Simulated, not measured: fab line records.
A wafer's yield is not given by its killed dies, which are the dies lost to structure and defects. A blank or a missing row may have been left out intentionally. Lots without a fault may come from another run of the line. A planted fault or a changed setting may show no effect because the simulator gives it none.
Chamber matching -- flow n5Finfet -- N5_BEOL_M12_ILD_DEP_00 on pecvd-01 has 3 sister chambers
The step deposits SiOC from DEMS/O2, target thk 658.92 nm, time 130.7 s. 3 wafers are shown with their chamber, then 9 later ones without.

== WAFERS, EACH WITH ITS CHAMBER ==
wafer,chamber,throttleValvePct (%)
L089.2,1,12.0
L089.3,2,11.3
L089.6,0,11.5

== WAFERS MISSING THEIR CHAMBER ==
wafer,throttleValvePct (%)
L091.1,11.4
L091.4,11.3
L091.5,11.9
L093.1,11.9
L093.3,12.0
L093.4,11.7
L097.3,12.1
L097.4,11.7
L097.6,11.5

== EACH ONE'S CHAMBER ==
wafer,from the rows above,in truth
L091.1,can't be placed: 0 or 2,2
L091.4,can't be placed: 2 or 0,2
L091.5,1,1
L093.1,1,1
L093.3,1,1
L093.4,can't be placed: 0 or 1 or 2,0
L097.3,1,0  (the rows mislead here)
L097.4,can't be placed: 0 or 1 or 2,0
L097.6,can't be placed: 0 or 2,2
Correct placement for 3 of the 9. Unplaceable from these rows: 5, with the true chamber sitting among the candidates in 5. 1 placed wrongly.
How it was worked out, from the rows above alone: a wafer's distance from a chamber is the root of the sum, over the readings, of the square of ((its reading less the chamber's mean) divided by the reading's scatter). If the next closest chamber is less than 2 further off than the closest, the wafer can't be placed; otherwise it belongs to the closest. For every chamber, the mean is computed from those of its wafers that are shown. The scatter: root of mean squared gap, hidden wafer to nearest shown wafer, with one shown wafer a chamber.
